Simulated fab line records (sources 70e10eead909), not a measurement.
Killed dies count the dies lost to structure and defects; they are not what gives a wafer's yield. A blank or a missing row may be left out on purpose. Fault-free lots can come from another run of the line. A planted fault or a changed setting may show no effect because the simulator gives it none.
fab line records -- flow nandHarc
record lots=24, wafers=72, lastDay=24
route steps=1159 shown A_STAIRCASE@733 A_SGD_CUT@758 A_SLIT@781
lots untouched by any fault: they come from a run of this same line in which no faults occurred
startH: hours from the record's opening day to when the first of the lot's shown wafers began -- waitH: how many hours have passed since the lot's step before this one -- " as in the row above -- L1.1+2: a row that stands for several wafers -- - value missing, or start not given -- * or withheld: withheld -- < > ~ a bound
route shown NAME@n: a module of which the file shows steps, and the number in the route of the first -- usual: mean/standard deviation of fault-free wafers -- same: alike in all rows -- chamber/n: place in a boat -- sites: readings site by site -- _std_site: how widely they spread, as a standard deviation -- _edge_site: inner sites' mean taken away from outer sites' mean -- radiusMm: for every site, how far away it sits from the centre of the wafer -- mask NAME#n: copy n -- behind: tool/chamber where the wafer was last shaped -- hold: why the lot was held/for how many hours/how that ended -- device: transistor that didn't switch, given as n, p or np -- end of line: tests of these same wafers at the route's end -- for a step that has no rows: nothing shown but its recipe -- killed: not the wafer's yield, but the dies lost to structure and defects at the first sort -- map: the dies of a wafer, with x for killed, . for not killed, _ for no die there
set.NAME: the setting the step ran with; set.NAME@STEP: the setting that earlier step ran with -- model.NAME: the simulator's own value behind a step, which no gauge read
a sample of lots followed through the steps of the route, with each step as a table and each wafer as a row
services: the hour from which a tool's chamber was out of use, counted from the record's first day as startH (under 0 if before that day), plus the number of hours and why
## steps
# step NHARC_A_STAIRCASE_CMP_450
# recipe targetThkNm=200, material=SiO2
# usual motorCurrentA=11.6/1.1, slurryFilterDpKPa=13.49/0.14
lot.wafer,tool,chamber,startH,waitH,motorCurrentA,slurryFilterDpKPa
L076.1,cmp-04,3,318.05,-,11.6,13.54
L076.3,cmp-04,0,318.05,-,11.5,13.59
L076.5,cmp-04,3,318.05,-,12.1,13.47
L074.1,cmp-04,1,318.23,-,11.7,13.56
L074.4,cmp-04,2,318.23,-,10.0,13.55
L074.6,cmp-04,0,318.23,-,11.6,13.80
L075.1,cmp-02,1,318.81,-,9.8,13.44
L075.4,cmp-02,3,318.81,-,11.2,13.55
L075.2,cmp-02,0,318.81,-,13.8,13.70
L079.3,cmp-02,0,322.97,-,13.1,13.64
L079.6,cmp-02,2,322.97,-,10.9,13.58
L079.5,cmp-02,3,322.97,-,12.0,13.75
L078.2,cmp-04,2,323.09,-,10.9,13.23
L078.4,cmp-04,3,323.09,-,11.4,13.67
L078.5,cmp-04,2,323.09,-,10.6,13.63
L077.3,cmp-04,1,330.35,-,11.3,13.73
L077.6,cmp-04,3,330.35,-,11.8,13.62
L077.5,cmp-04,0,330.35,-,11.0,13.27
L081.3,cmp-04,3,345.14,-,11.8,13.31
L081.2,cmp-04,2,345.14,-,10.5,13.36
L081.5,cmp-04,0,345.14,-,12.1,13.52
L080.1,cmp-01,0,345.43,-,12.1,13.43
L080.3,cmp-01,3,345.43,-,11.5,13.35
L080.5,cmp-01,1,345.43,-,11.5,13.45
L083.2,cmp-04,1,358.12,-,10.8,13.43
L083.4,cmp-04,3,358.12,-,11.3,13.21
L083.6,cmp-04,1,358.12,-,11.5,13.57
L082.1,cmp-02,0,358.39,-,14.0,13.71
L082.4,cmp-02,1,358.39,-,8.8,13.52
L082.5,cmp-02,1,358.39,-,9.3,13.46
L084.2,cmp-01,3,362.47,-,11.5,13.46
L084.4,cmp-01,0,362.47,-,11.7,13.56
L084.6,cmp-01,3,362.47,-,11.4,13.31
L085.4,cmp-02,1,380.84,-,9.2,13.47
L085.5,cmp-02,3,380.84,-,11.6,13.59
L085.6,cmp-02,0,380.84,-,14.3,13.73
L087.2,cmp-04,0,380.91,-,11.8,13.42
L087.1,cmp-04,1,380.91,-,11.4,13.22
L087.4,cmp-04,2,380.91,-,11.0,13.64
L086.2,cmp-01,2,381.11,-,12.5,13.46
L086.4,cmp-01,0,381.11,-,12.1,13.34
L086.6,cmp-01,1,381.11,-,11.4,13.72
L088.1,cmp-04,1,391.01,-,10.9,13.53
L088.5,cmp-04,3,391.01,-,12.1,13.62
L088.6,cmp-04,0,391.01,-,11.9,13.33
L089.1,cmp-01,3,391.50,-,11.7,13.31
L089.4,cmp-01,1,391.50,-,11.4,13.49
L089.5,cmp-01,3,391.50,-,11.6,13.54
L090.3,cmp-02,1,402.58,-,9.1,13.42
L090.4,cmp-02,3,402.58,-,11.4,13.44
L090.6,cmp-02,1,402.58,-,9.2,13.55
L091.2,cmp-01,1,402.68,-,11.4,13.19
L091.1,cmp-01,2,402.68,-,13.4,13.57
L091.3,cmp-01,0,402.68,-,12.2,13.44
L092.4,cmp-02,2,410.05,-,10.6,13.48
L092.3,cmp-02,0,410.05,-,13.7,13.27
L092.5,cmp-02,2,410.05,-,10.6,13.49
L094.4,cmp-01,0,422.02,-,12.1,13.43
L094.1,cmp-01,1,422.02,-,11.1,13.48
L094.6,cmp-01,1,422.02,-,11.6,13.52
L095.2,cmp-04,3,422.35,-,11.6,13.70
L095.6,cmp-04,3,422.35,-,12.3,13.57
L095.5,cmp-04,0,422.35,-,11.8,13.44
L093.2,cmp-01,2,422.64,-,13.4,13.51
L093.3,cmp-01,0,422.64,-,11.6,13.57
L093.5,cmp-01,2,422.64,-,13.1,13.57
L096.3,cmp-02,3,434.28,-,11.4,13.50
L096.5,cmp-02,3,434.28,-,11.6,13.59
L096.6,cmp-02,0,434.28,-,13.4,13.66
L097.2,cmp-02,3,445.40,-,12.0,13.47
L097.1,cmp-02,0,445.40,-,13.5,13.54
L097.4,cmp-02,1,445.40,-,9.4,13.53
# step NHARC_A_STAIRCASE_ETCHBACK_422
# recipe targetDepthA=400, overEtchFrac=0.3, timeS=74.286, ionEnergyEv=120, ch3fFlowSccm=50, o2FlowSccm=30, arFlowSccm=200, rfW=500, biasW=100, chemistry=CH3F/O2
# usual drypumpMotorCurrentA=5.6/0.44, oesProductAu=0.96/0.04, rfVppV=244.6/1.7, showerheadPlenumPTorr=2.47/0.11, throttleValvePct=20.664/0.0083
# same timeS=74.286
lot.wafer,tool,chamber,startH,waitH,drypumpMotorCurrentA,oesProductAu,rfHoursCounterH,rfVppV,showerheadPlenumPTorr,throttleValvePct
L076.3,rieDiel-09,3,318.58,0.1,5.7,0.94,20,242.0,2.31,20.656
L076.1,rieDiel-09,0,318.58,0.1,5.4,0.92,20,245.4,2.41,20.656
L076.5,rieDiel-09,3,318.58,0.1,5.7,0.94,-,241.4,2.31,20.658
L074.4,rieDiel-11,1,318.74,0.1,5.9,0.93,42,242.5,2.33,20.651
L074.1,rieDiel-11,2,318.74,0.1,5.9,0.92,37,246.2,2.65,20.666
L074.6,rieDiel-11,2,318.74,0.1,6.0,0.92,-,247.2,2.65,20.672
L075.2,rieDiel-10,0,319.35,0.1,5.3,1.00,48,243.8,2.46,20.656
L075.4,rieDiel-10,1,319.35,0.1,5.1,1.01,49,246.2,2.53,20.664
L075.1,rieDiel-10,2,319.35,0.1,5.3,1.00,47,244.5,2.40,20.684
L079.3,rieDiel-10,3,323.52,0.2,6.2,0.92,51,243.2,2.29,20.654
L079.5,rieDiel-10,0,323.52,0.2,5.3,0.91,-,243.0,2.46,20.663
L079.6,rieDiel-10,2,323.52,0.2,5.3,0.92,-,244.4,2.40,20.669
L078.2,rieDiel-09,1,323.64,0.2,4.8,0.92,20,244.5,2.55,20.652
L078.4,rieDiel-09,2,323.64,0.2,5.5,0.95,20,243.7,2.45,20.678
L078.5,rieDiel-09,0,323.64,0.2,5.5,0.92,-,245.4,2.40,20.670
L077.3,rieDiel-11,0,330.87,0.1,6.5,0.90,52,246.7,2.64,20.673
L077.5,rieDiel-11,0,330.87,0.1,6.5,0.91,-,246.5,2.64,20.665
L077.6,rieDiel-11,1,330.87,0.1,5.9,0.92,-,242.6,2.32,20.651
L081.2,rieDiel-10,0,345.68,0.1,5.3,0.93,61,243.9,2.46,20.666
L081.3,rieDiel-10,2,345.68,0.1,5.2,0.94,58,243.7,2.40,20.669
L081.5,rieDiel-10,1,345.68,0.1,5.1,0.92,-,242.9,2.52,20.654
L080.1,rieDiel-09,3,345.98,0.1,5.7,1.01,32,244.0,2.31,20.669
L080.3,rieDiel-09,1,345.98,0.1,4.7,0.99,29,245.4,2.55,20.651
L080.5,rieDiel-09,2,345.98,0.1,5.5,1.00,-,244.5,2.45,20.657
L083.2,rieDiel-11,2,358.64,0.1,5.9,0.92,54,246.7,2.64,20.676
L083.4,rieDiel-11,3,358.64,0.1,5.5,0.93,54,246.0,2.52,20.671
L083.6,rieDiel-11,2,358.64,0.1,5.9,0.91,-,246.7,2.64,20.662
L082.4,rieDiel-11,2,358.92,0.1,5.9,1.00,54,246.7,2.64,20.671
L082.1,rieDiel-11,3,358.92,0.1,5.5,1.00,54,246.4,2.52,20.670
L082.5,rieDiel-11,2,358.92,0.1,5.9,0.98,-,246.9,2.64,20.658
L084.2,rieDiel-09,2,363.07,0.2,5.5,0.92,38,244.9,2.45,20.656
L084.4,rieDiel-09,1,363.07,0.2,4.7,0.93,-,245.3,2.55,20.666
L084.6,rieDiel-09,2,363.07,0.2,5.5,0.94,-,244.2,2.45,20.655
L085.4,rieDiel-10,1,381.36,0.1,5.1,1.02,6,248.1,2.52,20.664
L085.6,rieDiel-10,0,381.36,0.1,5.3,1.01,-,243.1,2.45,20.671
L085.5,rieDiel-10,1,381.36,0.1,5.1,1.03,-,245.5,2.52,20.646
L087.2,rieDiel-11,1,381.44,0.1,5.9,1.00,3,242.1,2.32,20.654
L087.4,rieDiel-11,2,381.44,0.1,5.9,1.01,3,245.5,2.64,20.668
L087.1,rieDiel-11,0,381.44,0.1,6.5,0.98,4,246.4,2.63,20.663
L086.4,rieDiel-10,3,381.66,0.1,6.2,1.00,7,247.8,2.66,20.671
L086.2,rieDiel-10,1,381.66,0.1,5.1,1.01,6,244.8,2.52,20.640
L086.6,rieDiel-10,3,381.66,0.1,6.2,1.01,-,245.7,2.66,20.664
L088.1,rieDiel-09,0,391.56,0.2,5.5,0.93,50,243.5,2.39,20.663
L088.5,rieDiel-09,1,391.56,0.2,4.8,0.92,-,246.0,2.54,20.675
L088.6,rieDiel-09,2,391.56,0.2,5.5,0.94,-,244.3,2.44,20.655
L089.1,rieDiel-10,0,392.06,0.2,5.3,1.02,11,243.8,2.45,20.664
L089.4,rieDiel-10,1,392.06,0.2,5.1,1.03,9,245.8,2.52,20.671
L089.5,rieDiel-10,0,392.06,0.2,5.3,1.02,-,245.0,2.45,20.664
L090.4,rieDiel-10,2,403.17,0.2,5.3,0.93,12,243.1,2.39,20.670
L090.3,rieDiel-10,3,403.17,0.2,6.2,0.94,14,246.5,2.65,20.668
L090.6,rieDiel-10,2,403.17,0.2,5.3,0.93,-,244.4,2.39,20.656
L091.3,rieDiel-09,0,403.23,0.1,5.4,0.93,54,243.3,2.39,20.676
L091.2,rieDiel-09,1,403.23,0.1,4.7,0.92,54,246.6,2.54,20.659
L091.1,rieDiel-09,3,403.23,0.1,5.7,0.94,42,242.4,2.30,20.655
L092.4,rieDiel-10,2,410.60,0.1,5.3,1.00,14,243.9,2.39,20.675
L092.3,rieDiel-10,1,410.60,0.1,5.1,0.99,15,244.9,2.52,20.675
L092.5,rieDiel-10,2,410.60,0.1,5.3,1.00,-,244.1,2.39,20.664
L094.1,rieDiel-10,0,422.57,0.2,5.3,1.01,24,243.7,2.44,20.659
L094.4,rieDiel-10,2,422.57,0.2,5.2,1.01,19,243.3,2.39,20.664
L094.6,rieDiel-10,1,422.57,0.2,5.1,1.01,-,245.6,2.51,20.675
L095.2,rieDiel-10,3,422.93,0.2,6.2,0.93,22,247.0,2.65,20.666
L095.6,rieDiel-10,0,422.93,0.2,5.3,0.93,-,245.0,2.44,20.660
L095.5,rieDiel-10,1,422.93,0.2,5.1,0.93,-,244.8,2.51,20.664
L093.3,rieDiel-11,2,423.17,0.1,5.9,1.01,18,246.3,2.63,20.663
L093.2,rieDiel-11,3,423.17,0.1,5.5,1.01,18,243.9,2.51,20.661
L093.5,rieDiel-11,3,423.17,0.1,5.5,0.99,-,244.8,2.51,20.656
L096.3,rieDiel-11,2,434.99,0.3,5.9,0.99,23,246.6,2.63,20.678
L096.5,rieDiel-11,3,434.99,0.3,5.5,0.99,-,245.3,2.51,20.650
L096.6,rieDiel-11,0,434.99,0.3,6.5,0.98,-,246.5,2.62,20.658
L097.2,rieDiel-09,3,445.94,0.1,5.7,1.01,2,242.0,2.30,20.662
L097.4,rieDiel-09,0,445.94,0.1,5.4,1.00,4,242.4,2.39,20.659
L097.1,rieDiel-09,1,445.94,0.1,4.8,1.00,4,245.2,2.53,20.667
# step NHARC_A_SGD_CUT_CD_MEAS_09
# recipe targetCdNm=100, landingEnergyEv=500
# usual cdNm=100.4/0.53
lot.wafer,tool,chamber,startH,waitH,cdNm
L076.1,cdSem-03,0,320.50,-,100.9
L076.3,cdSem-03,0,320.50,-,100.8
L076.5,cdSem-03,0,320.50,-,100.3
L074.1,cdSem-02,0,320.88,-,100.0
L074.4,cdSem-02,0,320.88,-,100.9
L074.6,cdSem-02,0,320.88,-,100.3
L075.1,cdSem-02,0,321.39,-,101.1
L075.2,cdSem-02,0,321.39,-,101.1
L075.4,cdSem-02,0,321.39,-,100.6
L079.3,cdSem-02,0,325.65,-,100.5
L079.5,cdSem-02,0,325.65,-,100.4
L079.6,cdSem-02,0,325.65,-,100.0
L078.2,cdSem-03,0,325.80,-,100.0
L078.4,cdSem-03,0,325.80,-,101.0
L078.5,cdSem-03,0,325.80,-,100.1
L077.3,cdSem-02,0,332.98,-,99.7
L077.5,cdSem-02,0,332.98,-,99.8
L077.6,cdSem-02,0,332.98,-,100.8
L081.2,cdSem-02,0,347.70,-,100.5
L081.3,cdSem-02,0,347.70,-,99.6
L081.5,cdSem-02,0,347.70,-,100.4
L080.1,cdSem-03,0,348.11,-,100.7
L080.3,cdSem-03,0,348.11,-,100.2
L080.5,cdSem-03,0,348.11,-,100.3
L083.2,cdSem-03,0,360.65,-,100.3
L083.4,cdSem-03,0,360.65,-,100.8
L083.6,cdSem-03,0,360.65,-,100.5
L082.1,cdSem-03,0,362.22,-,101.3
L082.4,cdSem-03,0,362.22,-,100.8
L082.5,cdSem-03,0,362.22,-,101.0
L084.2,cdSem-01,0,365.25,-,100.5
L084.4,cdSem-01,0,365.25,-,100.4
L084.6,cdSem-01,0,365.25,-,100.3
L085.4,cdSem-02,0,383.29,-,100.8
L085.5,cdSem-02,0,383.29,-,99.7
L085.6,cdSem-02,0,383.29,-,99.9
L087.1,cdSem-03,0,383.74,-,100.6
L087.2,cdSem-03,0,383.74,-,99.9
L087.4,cdSem-03,0,383.74,-,100.2
L086.2,cdSem-02,0,383.92,-,100.4
L086.4,cdSem-02,0,383.92,-,100.2
L086.6,cdSem-02,0,383.92,-,101.0
L088.1,cdSem-03,0,393.51,-,99.7
L088.5,cdSem-03,0,393.51,-,100.5
L088.6,cdSem-03,0,393.51,-,100.6
L089.1,cdSem-03,0,394.05,-,100.2
L089.4,cdSem-03,0,394.05,-,100.7
L089.5,cdSem-03,0,394.05,-,101.1
L090.3,cdSem-03,0,405.48,-,99.9
L090.4,cdSem-03,0,405.48,-,100.4
L090.6,cdSem-03,0,405.48,-,100.2
L091.1,cdSem-02,0,405.62,-,100.3
L091.2,cdSem-02,0,405.62,-,100.3
L091.3,cdSem-02,0,405.62,-,100.0
L092.3,cdSem-03,0,413.25,-,99.8
L092.4,cdSem-03,0,413.25,-,100.1
L092.5,cdSem-03,0,413.25,-,100.0
L094.1,cdSem-03,0,424.67,-,99.4
L094.4,cdSem-03,0,424.67,-,100.3
L094.6,cdSem-03,0,424.67,-,100.0
L095.2,cdSem-03,0,424.99,-,100.6
L095.5,cdSem-03,0,424.99,-,100.9
L095.6,cdSem-03,0,424.99,-,99.6
L093.2,cdSem-01,0,425.25,-,99.5
L093.3,cdSem-01,0,425.25,-,100.4
L093.5,cdSem-01,0,425.25,-,100.5
L096.3,cdSem-01,0,437.00,-,99.7
L096.5,cdSem-01,0,437.00,-,101.0
L096.6,cdSem-01,0,437.00,-,100.0
L097.1,cdSem-02,0,447.98,-,99.9
L097.2,cdSem-02,0,447.98,-,99.6
L097.4,cdSem-02,0,447.98,-,99.8
# step NHARC_A_SGD_CUT_ETCH_16
# recipe targetDepthA=3105, timeS=155.2, c4f8FlowSccm=withheld, o2FlowSccm=8, arFlowSccm=withheld, rfW=600, biasW=800, chemistry=C4F8/O2/Ar
# usual oesProductAu=0.967/0.016, rfVppV=723/4.5
# same timeS=155.2
lot.wafer,tool,chamber,startH,waitH,oesProductAu,rfHoursCounterH,rfVppV
L076.3,rieDiel-04,0,-,-,0.970,2,728
L076.1,rieDiel-04,3,-,-,0.983,2,717
L076.5,rieDiel-04,1,-,-,0.963,-,728
L074.1,rieDiel-12,0,-,-,0.972,11,716
L074.4,rieDiel-12,1,-,-,0.980,10,722
L074.6,rieDiel-12,1,-,-,0.979,-,723
L075.2,rieDiel-12,1,-,-,0.948,10,723
L075.1,rieDiel-12,2,-,-,0.976,10,726
L075.4,rieDiel-12,0,-,-,0.962,11,717
L079.3,rieDiel-01,3,-,-,0.964,1,720
L079.6,rieDiel-01,1,-,-,0.993,-,729
L079.5,rieDiel-01,2,-,-,0.985,-,725
L078.4,rieDiel-12,2,-,-,0.995,12,726
L078.2,rieDiel-12,3,-,-,0.949,11,720
L078.5,rieDiel-12,2,-,-,0.982,-,727
L077.3,rieDiel-12,3,-,-,0.929,12,721
L077.6,rieDiel-12,0,-,-,0.927,-,717
L077.5,rieDiel-12,1,-,-,0.919,-,722
L081.3,rieDiel-04,1,-,-,0.927,5,729
L081.2,rieDiel-04,0,-,-,0.923,5,727
L081.5,rieDiel-04,2,-,-,0.960,-,719
L080.1,rieDiel-12,3,-,-,0.967,14,721
L080.3,rieDiel-12,2,-,-,0.983,14,727
L080.5,rieDiel-12,3,-,-,0.962,-,720
L083.2,rieDiel-12,0,-,-,0.942,16,715
L083.4,rieDiel-12,3,-,-,0.941,16,721
L083.6,rieDiel-12,0,-,-,0.952,-,717
L082.1,rieDiel-04,0,-,-,0.951,6,730
L082.4,rieDiel-04,1,-,-,0.960,6,728
L082.5,rieDiel-04,2,-,-,0.998,-,717
L084.2,rieDiel-01,1,-,-,0.979,3,730
L084.4,rieDiel-01,2,-,-,0.985,4,726
L084.6,rieDiel-01,2,-,-,0.990,-,725
L085.4,rieDiel-01,2,-,-,0.979,5,723
L085.5,rieDiel-01,2,-,-,0.970,-,723
L085.6,rieDiel-01,3,-,-,0.976,-,721
L087.4,rieDiel-04,3,-,-,0.974,8,715
L087.2,rieDiel-04,0,-,-,0.974,8,729
L087.1,rieDiel-04,1,-,-,0.968,7,728
L086.2,rieDiel-01,0,-,-,0.955,4,719
L086.4,rieDiel-01,1,-,-,0.974,5,731
L086.6,rieDiel-01,3,-,-,0.969,-,719
L088.1,rieDiel-04,2,-,-,0.980,10,719
L088.5,rieDiel-04,3,-,-,0.962,-,717
L088.6,rieDiel-04,0,-,-,0.978,-,727
L089.4,rieDiel-01,2,-,-,0.976,6,723
L089.1,rieDiel-01,3,-,-,0.981,6,721
L089.5,rieDiel-01,1,-,-,0.988,-,728
L090.4,rieDiel-04,0,-,-,0.989,11,728
L090.3,rieDiel-04,3,-,-,0.970,11,717
L090.6,rieDiel-04,1,-,-,0.964,-,727
L091.3,rieDiel-12,1,-,-,0.958,2,722
L091.1,rieDiel-12,2,-,-,0.970,2,726
L091.2,rieDiel-12,3,-,-,0.982,2,721
L092.3,rieDiel-01,2,-,-,0.970,7,724
L092.4,rieDiel-01,3,-,-,0.988,7,720
L092.5,rieDiel-01,1,-,-,0.984,-,728
L094.4,rieDiel-04,1,-,-,0.964,12,727
L094.1,rieDiel-04,2,-,-,0.995,13,720
L094.6,rieDiel-04,0,-,-,0.954,-,728
L095.2,rieDiel-01,2,-,-,0.979,8,723
L095.5,rieDiel-01,3,-,-,0.960,-,720
L095.6,rieDiel-01,0,-,-,0.960,-,720
L093.3,rieDiel-12,3,-,-,0.967,4,719
L093.2,rieDiel-12,2,-,-,0.969,4,726
L093.5,rieDiel-12,0,-,-,0.953,-,715
L096.3,rieDiel-01,0,-,-,0.956,9,721
L096.6,rieDiel-01,0,-,-,0.957,-,720
L096.5,rieDiel-01,1,-,-,0.975,-,729
L097.1,rieDiel-01,3,-,-,0.969,10,720
L097.2,rieDiel-01,0,-,-,0.956,9,722
L097.4,rieDiel-01,1,-,-,0.952,9,729
# step NHARC_A_SGD_CUT_INSPECT_25
# usual rawDefectCount=311/78
lot.wafer,tool,chamber,startH,waitH,rawDefectCount
L074.1,defectInspect-02,-,326.97,-,352
L074.4,defectInspect-02,-,326.97,-,316
L074.6,defectInspect-02,-,326.97,-,308
L076.1,defectInspect-02,-,327.00,-,250
L076.3,defectInspect-02,-,327.00,-,302
L076.5,defectInspect-02,-,327.00,-,227
L075.1,defectInspect-01,-,327.02,-,262
L075.2,defectInspect-01,-,327.02,-,257
L075.4,defectInspect-01,-,327.02,-,175
L078.2,defectInspect-01,-,332.26,-,262
L078.4,defectInspect-01,-,332.26,-,333
L078.5,defectInspect-01,-,332.26,-,399
L079.3,defectInspect-02,-,332.26,-,285
L079.5,defectInspect-02,-,332.26,-,349
L079.6,defectInspect-02,-,332.26,-,334
L077.3,defectInspect-02,-,339.99,-,409
L077.5,defectInspect-02,-,339.99,-,321
L077.6,defectInspect-02,-,339.99,-,396
L081.2,defectInspect-01,-,354.13,-,291
L081.3,defectInspect-01,-,354.13,-,295
L081.5,defectInspect-01,-,354.13,-,294
L080.1,defectInspect-02,-,354.13,-,360
L080.3,defectInspect-02,-,354.13,-,234
L080.5,defectInspect-02,-,354.13,-,273
L083.2,defectInspect-01,-,367.26,-,365
L083.4,defectInspect-01,-,367.26,-,369
L083.6,defectInspect-01,-,367.26,-,307
L082.1,defectInspect-02,-,367.38,-,232
L082.4,defectInspect-02,-,367.38,-,175
L082.5,defectInspect-02,-,367.38,-,212
L084.2,defectInspect-02,-,371.85,-,270
L084.4,defectInspect-02,-,371.85,-,290
L084.6,defectInspect-02,-,371.85,-,222
L087.1,defectInspect-02,-,389.89,-,370
L087.2,defectInspect-02,-,389.89,-,284
L087.4,defectInspect-02,-,389.89,-,338
L086.2,defectInspect-01,-,389.92,-,347
L086.4,defectInspect-01,-,389.92,-,328
L086.6,defectInspect-01,-,389.92,-,280
L085.4,defectInspect-02,-,389.99,-,247
L085.5,defectInspect-02,-,389.99,-,188
L085.6,defectInspect-02,-,389.99,-,254
L088.1,defectInspect-01,-,399.99,-,243
L088.5,defectInspect-01,-,399.99,-,264
L088.6,defectInspect-01,-,399.99,-,318
L089.1,defectInspect-02,-,400.13,-,299
L089.4,defectInspect-02,-,400.13,-,280
L089.5,defectInspect-02,-,400.13,-,330
L090.3,defectInspect-02,-,412.04,-,257
L090.4,defectInspect-02,-,412.04,-,222
L090.6,defectInspect-02,-,412.04,-,208
L091.1,defectInspect-01,-,412.05,-,266
L091.2,defectInspect-01,-,412.05,-,230
L091.3,defectInspect-01,-,412.05,-,304
L092.3,defectInspect-02,-,419.88,-,448
L092.4,defectInspect-02,-,419.88,-,205
L092.5,defectInspect-02,-,419.88,-,329
L093.2,defectInspect-02,-,431.95,-,288
L093.3,defectInspect-02,-,431.95,-,349
L093.5,defectInspect-02,-,431.95,-,367
L095.2,defectInspect-01,-,431.96,-,257
L095.5,defectInspect-01,-,431.96,-,297
L095.6,defectInspect-01,-,431.96,-,316
L094.1,defectInspect-02,-,431.99,-,337
L094.4,defectInspect-02,-,431.99,-,289
L094.6,defectInspect-02,-,431.99,-,226
L096.3,defectInspect-02,-,445.14,-,443
L096.5,defectInspect-02,-,445.14,-,298
L096.6,defectInspect-02,-,445.14,-,590
L097.1,defectInspect-01,-,455.97,-,285
L097.2,defectInspect-01,-,455.97,-,408
L097.4,defectInspect-01,-,455.97,-,335
# step NHARC_A_SLIT_DEP_23
# recipe targetThkA=1000, targetThkNm=100, tempC=400, pressureTorr=3.5, flowSccm=200, rfW=350, material=SiON
# usual heaterPowerW=794/110
lot.wafer,tool,chamber,startH,waitH,heaterPowerW
L074.1,pecvd-01,2,330.01,1.7,928
L074.4,pecvd-01,1,330.01,1.7,677
L074.6,pecvd-01,0,330.01,1.7,902
L076.3,pecvd-03,0,330.14,1.0,655
L076.1,pecvd-03,1,330.14,1.0,831
L076.5,pecvd-03,2,330.14,1.0,973
L075.2,pecvd-01,0,331.70,1.4,884
L075.1,pecvd-01,1,331.70,1.4,661
L075.4,pecvd-01,1,331.70,1.4,669
L078.2,pecvd-03,1,335.02,1.6,783
L078.5,pecvd-03,2,335.02,1.6,884
L078.4,pecvd-03,1,335.02,1.6,789
L079.3,pecvd-01,1,335.04,1.2,663
L079.6,pecvd-01,0,335.04,1.2,809
L079.5,pecvd-01,2,335.04,1.2,957
L077.3,pecvd-01,1,342.44,1.1,676
L077.6,pecvd-01,2,342.44,1.1,909
L077.5,pecvd-01,1,342.44,1.1,705
L080.1,pecvd-03,2,358.48,1.6,972
L080.3,pecvd-03,1,358.48,1.6,829
L080.5,pecvd-03,1,358.48,1.6,837
L081.2,pecvd-01,1,359.54,1.4,685
L081.3,pecvd-01,1,359.54,1.4,568
L081.5,pecvd-01,1,359.54,1.4,578
L083.2,pecvd-03,0,369.69,1.4,697
L083.6,pecvd-03,2,369.69,1.4,909
L083.4,pecvd-03,0,369.69,1.4,706
L082.1,pecvd-01,0,369.78,1.7,843
L082.5,pecvd-01,2,369.78,1.7,808
L082.4,pecvd-01,0,369.78,1.7,837
L084.2,pecvd-03,0,374.62,1.5,692
L084.4,pecvd-03,0,374.62,1.5,700
L084.6,pecvd-03,1,374.62,1.5,811
L087.2,pecvd-03,2,393.19,1.3,857
L087.1,pecvd-03,0,393.19,1.3,651
L087.4,pecvd-03,1,393.19,1.3,724
L086.2,pecvd-02,0,393.20,1.3,790
L086.4,pecvd-02,1,393.20,1.3,766
L086.6,pecvd-02,2,393.20,1.3,842
L085.6,pecvd-01,2,394.47,0.1,809
L085.5,pecvd-01,0,394.47,0.1,733
L085.4,pecvd-01,1,394.47,0.1,668
L088.1,pecvd-01,2,402.39,1.7,925
L088.6,pecvd-01,1,402.39,1.7,607
L088.5,pecvd-01,0,402.39,1.7,842
L089.1,pecvd-02,2,402.53,1.7,754
L089.4,pecvd-02,2,402.53,1.7,789
L089.5,pecvd-02,1,402.53,1.7,886
L090.3,pecvd-01,0,416.31,1.0,792
L090.4,pecvd-01,2,416.31,1.0,805
L090.6,pecvd-01,1,416.31,1.0,689
L091.1,pecvd-02,0,417.50,1.7,695
L091.2,pecvd-02,1,417.50,1.7,838
L091.3,pecvd-02,2,417.50,1.7,852
L092.3,pecvd-02,2,423.00,1.0,871
L092.4,pecvd-02,2,423.00,1.0,870
L092.5,pecvd-02,0,423.00,1.0,823
L093.2,pecvd-03,2,434.35,1.3,972
L093.3,pecvd-03,1,434.35,1.3,812
L093.5,pecvd-03,2,434.35,1.3,980
L095.2,pecvd-03,1,434.62,1.4,814
L095.6,pecvd-03,2,434.62,1.4,1016
L095.5,pecvd-03,1,434.62,1.4,837
L094.1,pecvd-03,0,434.97,1.7,696
L094.4,pecvd-03,1,434.97,1.7,717
L094.6,pecvd-03,0,434.97,1.7,677
L096.3,pecvd-01,0,447.76,1.1,868
L096.6,pecvd-01,1,447.76,1.1,657
L096.5,pecvd-01,2,447.76,1.1,800
L097.1,pecvd-01,1,459.21,1.9,577
L097.2,pecvd-01,2,459.21,1.9,894
L097.4,pecvd-01,2,459.21,1.9,878
## services
tool,chamber,startH,hours,kind
cmp-01,-,300.08,0.8,repair
cmp-04,-,301.00,4.0,pm
rieDiel-11,1,303.45,4.2,repair
cmp-04,-,311.16,0.9,repair
rieDiel-01,-,314.80,9.0,pm
cmp-02,-,317.27,0.9,repair
rieDiel-10,1,321.61,9.0,repair
cmp-02,-,324.50,4.0,pm
rieDiel-10,2,332.57,1.5,repair
rieDiel-04,0,336.05,3.4,repair
pecvd-01,0,357.14,4.0,repair
rieDiel-09,3,361.78,33.2,repair
rieDiel-11,-,366.57,9.0,pm
rieDiel-04,1,366.78,7.2,repair
cmp-02,-,368.24,0.8,repair
cmp-01,-,375.92,0.7,repair
rieDiel-12,-,379.52,9.0,pm
pecvd-03,-,390.62,0.5,repair
cmp-04,-,399.00,4.0,pm
pecvd-01,-,418.00,13.0,pm
cmp-02,-,422.50,4.0,pm
cmp-04,-,434.67,1.1,repair
pecvd-03,0,440.29,4.2,repair
rieDiel-10,2,449.50,3.9,repair
## key
fault none
